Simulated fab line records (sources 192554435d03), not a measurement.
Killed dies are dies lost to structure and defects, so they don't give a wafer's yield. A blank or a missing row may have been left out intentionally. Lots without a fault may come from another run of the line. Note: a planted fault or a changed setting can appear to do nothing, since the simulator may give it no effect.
Which tool is to blame? ; flow n5Finfet ; 24 lots, 72 wafers sampled, at 6 steps of a route of 1938

WHAT THE GAUGES READ, wafer by wafer
N5_BEOL_M15_CD_MEAS_10: the cd target is 360 nm. Usual: cdNm reads 359.4 nm (standard deviation 1.2).
lot;measured;on;cdNm (nm);flag
L074;day 12 07:05;cdSem-01;360.0 361.3 358.7;
L075;day 12 07:29;cdSem-03;361.3 360.4 360.3;
L076;day 12 10:21;cdSem-01;358.8 358.0 359.1;
L078;day 12 11:10;cdSem-03;359.9 360.1 357.9;
L077;day 12 11:50;cdSem-01;357.3 358.3 356.8;
L079;day 12 12:40;cdSem-01;360.9 360.8 360.5;
L080;day 13 07:08;cdSem-02;360.1 358.9 360.5;
L081;day 13 12:38;cdSem-03;359.9 361.3 359.2;
L082;day 13 18:34;cdSem-03;357.2 359.7 361.0;
L083;day 14 02:28;cdSem-02;360.5 357.7 359.7;
L084;day 14 10:59;cdSem-03;359.8 359.2 358.9;
L085;day 14 13:46;cdSem-02;359.0 358.9 358.8;
L088;day 14 18:02;cdSem-02;360.6 360.5 358.2;
L087;day 14 19:29;cdSem-01;356.5 356.9 358.7;
L086;day 15 03:57;cdSem-01;359.0 360.1 359.2;
L090;day 15 05:10;cdSem-02;359.1 360.7 360.2;
L089;day 15 07:30;cdSem-02;359.7 359.4 357.8;
L092;day 15 22:34;cdSem-02;358.8 360.1 358.0;
L091;day 16 04:15;cdSem-03;358.8 358.6 358.5;
L095;day 16 09:38;cdSem-01;359.3 357.0 359.0;
L093;day 16 19:25;cdSem-03;360.8 361.8 360.9;
L094;day 16 19:53;cdSem-02;359.0 358.5 359.6;
L096;day 16 22:29;cdSem-01;361.4 360.8 361.0;
L097;day 17 05:47;cdSem-01;358.6 358.3 360.1;

N5_BEOL_M15_OVL_MEAS_11. Usual: V14_OVL gives 1 nm (standard deviation 4.5).
lot;measured;on;V14_OVL (nm);flag
L074;day 12 07:07;overlay-02;8 0 1;
L075;day 12 07:31;overlay-02;3 1 5;
L076;day 12 10:23;overlay-01;0 3 0;
L078;day 12 11:12;overlay-01;4 6 -1;
L077;day 12 11:52;overlay-02;10 2 -1;
L079;day 12 12:41;overlay-01;1 3 5;
L080;day 13 07:10;overlay-01;2 0 3;
L081;day 13 12:40;overlay-02;1 4 2;
L082;day 13 18:35;overlay-01;2 14 -1;
L083;day 14 02:30;overlay-01;-8 2 -6;
L084;day 14 11:01;overlay-01;5 3 10;
L085;day 14 13:48;overlay-01;1 -2 3;
L088;day 14 18:04;overlay-02;0 3 -6;
L087;day 14 19:31;overlay-01;6 -5 9;
L086;day 15 03:59;overlay-02;-2 -4 -3;
L090;day 15 05:11;overlay-02;-3 0 1;
L089;day 15 07:32;overlay-02;-6 3 -2;
L092;day 15 22:36;overlay-01;2 5 6;
L091;day 16 04:17;overlay-01;0 2 -4;
L095;day 16 09:40;overlay-01;3 -3 -8;
L093;day 16 19:28;overlay-02;0 -1 -6;
L094;day 16 19:55;overlay-01;3 5 9;
L096;day 16 22:31;overlay-02;3 -7 2;
L097;day 17 05:49;overlay-02;1 17 6;

N5_MIM_TOP_LITHO_OVL_MEAS_11. Usual: MIM_TOP_OVL gives -3 nm (standard deviation 5.1).
lot;measured;on;MIM_TOP_OVL (nm);flag
L074;day 12 16:29;overlay-01;-1 -2 -2;
L075;day 12 20:58;overlay-02;-12 -14 -6;
L076;day 12 21:17;overlay-02;-4 -6 -8;
L078;day 13 00:29;overlay-01;-5 -10 -2;
L077;day 13 01:34;overlay-02;-3 -5 -8;
L079;day 13 02:32;overlay-02;-7 2 -5;
L080;day 13 16:34;overlay-02;1 1 -10;
L081;day 13 22:44;overlay-02;8 -2 4;
L082;day 14 04:17;overlay-01;4 1 -2;
L083;day 14 09:22;overlay-02;-4 -3 -7;
L084;day 14 18:33;overlay-01;-8 -2 -3;
L085;day 14 22:08;overlay-01;-5 0 1;
L088;day 15 02:08;overlay-01;-8 1 -13;
L087;day 15 07:54;overlay-02;-7 3 -5;
L086;day 15 15:09;overlay-02;-1 -3 6;
L090;day 15 14:59;overlay-02;-3 0 1;
L089;day 15 15:23;overlay-02;3 3 -7;
L092;day 16 08:06;overlay-01;-3 7 -3;
L091;day 16 11:53;overlay-01;-9 -10 -4;
L095;day 16 18:16;overlay-01;-8 -13 -13;
L093;day 17 05:13;overlay-01;4 2 0;
L094;day 17 05:56;overlay-01;1 1 -3;
L096;day 17 09:11;overlay-02;-7 -2 -1;
L097;day 17 15:26;overlay-02;0 -2 -2;

WHICH TOOL RAN EACH LOT (tool, then ch and the chambers of the sampled wafers, then the start)
lot;N5_BEOL_M14_DEGAS_41;N5_BEOL_M15_STRIP_64;N5_BEOL_M15_SPUTTER_45
L074;pvdSputter-02, day 12 05:05;rieDiel-06 ch 1,2,3, day 12 11:31 or earlier;pvdSputter-02, day 12 11:31
L075;pvdSputter-03, day 12 05:32;rieDiel-02 ch 1,2,3, day 12 15:57 or earlier;pvdSputter-01, day 12 15:57
L076;pvdSputter-03, day 12 08:20;rieDiel-06 ch 0,3, day 12 16:28 or earlier;pvdSputter-01, day 12 16:28
L078;pvdSputter-02, day 12 09:17;rieDiel-06 ch 0,1,3, day 12 19:56 or earlier;pvdSputter-02, day 12 19:56
L077;pvdSputter-02, day 12 09:43;rieDiel-02 ch 0,1,2, day 12 19:58 or earlier;pvdSputter-01, day 12 19:58
L079;pvdSputter-02, day 12 10:37;rieDiel-02 ch 1,3, day 12 20:17 or earlier;pvdSputter-01, day 12 20:17
L080;pvdSputter-03, day 13 05:09;rieDiel-06 ch 0,2, day 13 11:28 or earlier;pvdSputter-01, day 13 11:28
L081;pvdSputter-02, day 13 10:45;rieDiel-02 ch 0,2,3, day 13 17:26 or earlier;pvdSputter-01, day 13 17:26
L082;pvdSputter-01, day 13 16:15;rieDiel-06 ch 0,1,3, day 13 22:59 or earlier;pvdSputter-03, day 13 22:59
L083;pvdSputter-01, day 14 00:29;rieDiel-04 ch 0,1,3, day 14 05:17 or earlier;pvdSputter-02, day 14 05:17
L084;pvdSputter-03, day 14 07:51;rieDiel-02 ch 0,1,2, day 14 14:28 or earlier;pvdSputter-02, day 14 14:28
L085;pvdSputter-01, day 14 11:46;rieDiel-06 ch 0,2,3, day 14 17:22 or earlier;pvdSputter-01, day 14 17:22
L088;pvdSputter-03, day 14 15:55;rieDiel-06 ch 2,3, day 14 20:55 or earlier;pvdSputter-01, day 14 20:55
L087;pvdSputter-01, day 14 17:31;rieDiel-04 ch 0,2, day 15 03:22 or earlier;pvdSputter-03, day 15 03:22
L086;pvdSputter-03, day 15 01:56;rieDiel-06 ch 2,3, day 15 10:22 or earlier;pvdSputter-03, day 15 10:22
L090;pvdSputter-01, day 15 03:09;rieDiel-04 ch 1,2, day 15 10:03 or earlier;pvdSputter-03, day 15 10:03
L089;pvdSputter-03, day 15 05:30;rieDiel-06 ch 1,2,3, day 15 11:07 or earlier;pvdSputter-03, day 15 11:07
L092;pvdSputter-02, day 15 20:26;rieDiel-02 ch 0,2,3, day 16 01:37 or earlier;pvdSputter-03, day 16 01:37
L091;pvdSputter-03, day 16 01:41;rieDiel-02 ch 0,1,2, day 16 07:23 or earlier;pvdSputter-01, day 16 07:23
L095;pvdSputter-02, day 16 07:10;rieDiel-02 ch 1,2,3, day 16 13:56 or earlier;pvdSputter-03, day 16 13:56
L093;pvdSputter-02, day 16 17:07;rieDiel-06 ch 1,3, day 17 00:01 or earlier;pvdSputter-02, day 17 00:01
L094;pvdSputter-03, day 16 17:41;rieDiel-02 ch 1,3, day 17 01:05 or earlier;pvdSputter-02, day 17 01:05
L096;pvdSputter-03, day 16 20:30;rieDiel-06 ch 0,1, day 17 02:07 or earlier;pvdSputter-02, day 17 02:07
L097;pvdSputter-01, day 17 02:16;rieDiel-06 ch 0,1,3, day 17 09:41 or earlier;pvdSputter-01, day 17 09:41
- N5_BEOL_M14_DEGAS_41: time 60 s.
- N5_BEOL_M15_STRIP_64: strips in O2.
- N5_BEOL_M15_SPUTTER_45: material Cu, target thk 100 nm, time 16.67 s.

WHAT THE TOOLS THEMSELVES READ (means of the sampled wafers that have a number; where no wafer has one, the mark that the record gives instead)
N5_BEOL_M14_DEGAS_41. Usual: heaterPowerW 482 W, standard deviation 59; susceptorTempC 300.00 C, standard deviation 0.19.
lot;tool;heaterPowerW (W);susceptorTempC (C);flag
L074;pvdSputter-02;476;300.04;
L075;pvdSputter-03;524;300.11;
L076;pvdSputter-03;548;299.96;
L078;pvdSputter-02;509;300.12;
L077;pvdSputter-02;510;300.05;
L079;pvdSputter-02;493;299.88;
L080;pvdSputter-03;509;300.12;
L081;pvdSputter-02;477;299.95;
L082;pvdSputter-01;465;300.09;
L083;pvdSputter-01;446;299.97;
L084;pvdSputter-03;489;299.80;
L085;pvdSputter-01;460;300.06;
L088;pvdSputter-03;519;300.04;
L087;pvdSputter-01;441;300.12;
L086;pvdSputter-03;496;300.02;
L090;pvdSputter-01;467;299.93;
L089;pvdSputter-03;470;299.97;
L092;pvdSputter-02;490;299.94;
L091;pvdSputter-03;492;299.92;
L095;pvdSputter-02;510;300.03;
L093;pvdSputter-02;471;300.13;
L094;pvdSputter-03;547;299.95;
L096;pvdSputter-03;525;299.83;
L097;pvdSputter-01;409;300.11;

N5_BEOL_M15_STRIP_64. Usual: drypumpMotorCurrentA 5.84 A, standard deviation 0.25; oesProductAu 0.81 a.u., standard deviation 0.095; rfVppV 3.6 V, standard deviation 0.49; showerheadPlenumPTorr 2.10 Torr, standard deviation 0.061; throttleValvePct 16.72 %, standard deviation 0.24.
lot;tool;drypumpMotorCurrentA (A);oesProductAu (a.u.);rfVppV (V);showerheadPlenumPTorr (Torr);throttleValvePct (%);flag
L074;rieDiel-06;5.95;0.81;3.2;2.12;16.69;
L075;rieDiel-02;5.60;0.80;3.5;2.08;16.72;
L076;rieDiel-06;5.93;0.88;3.9;2.11;16.73;
L078;rieDiel-06;5.98;0.88;3.6;2.11;16.64;
L077;rieDiel-02;5.78;0.72;3.8;2.06;16.88;
L079;rieDiel-02;5.80;0.78;3.6;2.09;16.87;
L080;rieDiel-06;5.80;0.84;3.8;2.14;16.75;
L081;rieDiel-02;5.66;0.80;3.8;2.08;16.70;
L082;rieDiel-06;5.98;0.85;3.3;2.10;16.64;
L083;rieDiel-04;5.86;0.77;4.0;2.16;16.95;
L084;rieDiel-02;5.77;0.81;3.3;2.05;16.76;
L085;rieDiel-06;5.92;0.77;3.4;2.10;16.82;
L088;rieDiel-06;5.90;0.71;3.7;2.11;16.88;
L087;rieDiel-04;5.81;0.81;3.4;2.08;16.44;
L086;rieDiel-06;5.90;0.71;3.4;2.11;16.88;
L090;rieDiel-04;5.96;0.86;3.4;2.10;16.35;
L089;rieDiel-06;5.95;0.78;3.7;2.11;16.73;
L092;rieDiel-02;5.67;0.78;3.7;2.07;16.75;
L091;rieDiel-02;5.77;0.78;4.1;2.04;16.78;
L095;rieDiel-02;5.60;0.84;3.5;2.06;16.62;
L093;rieDiel-06;6.08;0.79;3.5;2.05;16.74;
L094;rieDiel-02;5.70;0.90;3.3;2.10;16.57;
L096;rieDiel-06;5.91;0.87;4.1;2.14;16.55;
L097;rieDiel-06;5.97;0.82;3.8;2.09;16.70;

N5_BEOL_M15_SPUTTER_45. Usual: chuckSensorTempC -16.1 C, standard deviation 0.53; susceptorTempC -20.00 C, standard deviation 0.099; throttleValvePct 30.4 %, standard deviation 0.73.
lot;tool;chuckSensorTempC (C);susceptorTempC (C);throttleValvePct (%);flag
L074;pvdSputter-02;-16.5;-20.03;29.8;
L075;pvdSputter-01;-16.4;-20.05;29.6;
L076;pvdSputter-01;-16.7;-20.13;29.8;
L078;pvdSputter-02;-16.3;-19.93;30.1;
L077;pvdSputter-01;-16.5;-20.01;29.7;
L079;pvdSputter-01;-15.5;-20.03;30.2;
L080;pvdSputter-01;-16.6;-20.11;29.9;
L081;pvdSputter-01;-16.0;-19.92;30.1;
L082;pvdSputter-03;-16.2;-19.97;30.9;
L083;pvdSputter-02;-16.4;-20.03;30.3;
L084;pvdSputter-02;-16.5;-20.02;29.8;
L085;pvdSputter-01;-15.5;-19.99;30.2;
L088;pvdSputter-01;-15.6;-19.95;30.5;
L087;pvdSputter-03;-16.0;-19.98;31.2;
L086;pvdSputter-03;-16.1;-20.02;31.1;
L090;pvdSputter-03;-16.3;-20.01;30.8;
L089;pvdSputter-03;-16.0;-19.99;31.4;
L092;pvdSputter-03;-16.1;-19.91;31.2;
L091;pvdSputter-01;-16.1;-19.99;30.1;
L095;pvdSputter-03;-16.1;-19.89;31.2;
L093;pvdSputter-02;-16.4;-19.92;30.3;
L094;pvdSputter-02;-16.6;-20.02;29.9;
L096;pvdSputter-02;-16.5;-19.97;29.7;
L097;pvdSputter-01;-16.2;-20.02;30.3;

THE ANSWER, worked out from the rows above alone
Rule: a lot is off if the mean of its wafers that have a number lies more than 3 standard deviations from the usual mean. A lot without any number at a reading at which 4 lots or more have one is off too. The other lots that the step has rows for count as sound. After the gauges, taken in route order, come the tools' own readings; for these a lot's mean is taken, as printed above. The first step at which some lot is off is used, and at that step the reading that is off furthest; a lot without a number counts as furthest.
No lot is off at any reading shown: from this, nothing can be told.

WHAT HAD BEEN PUT IN BY THE SIMULATOR
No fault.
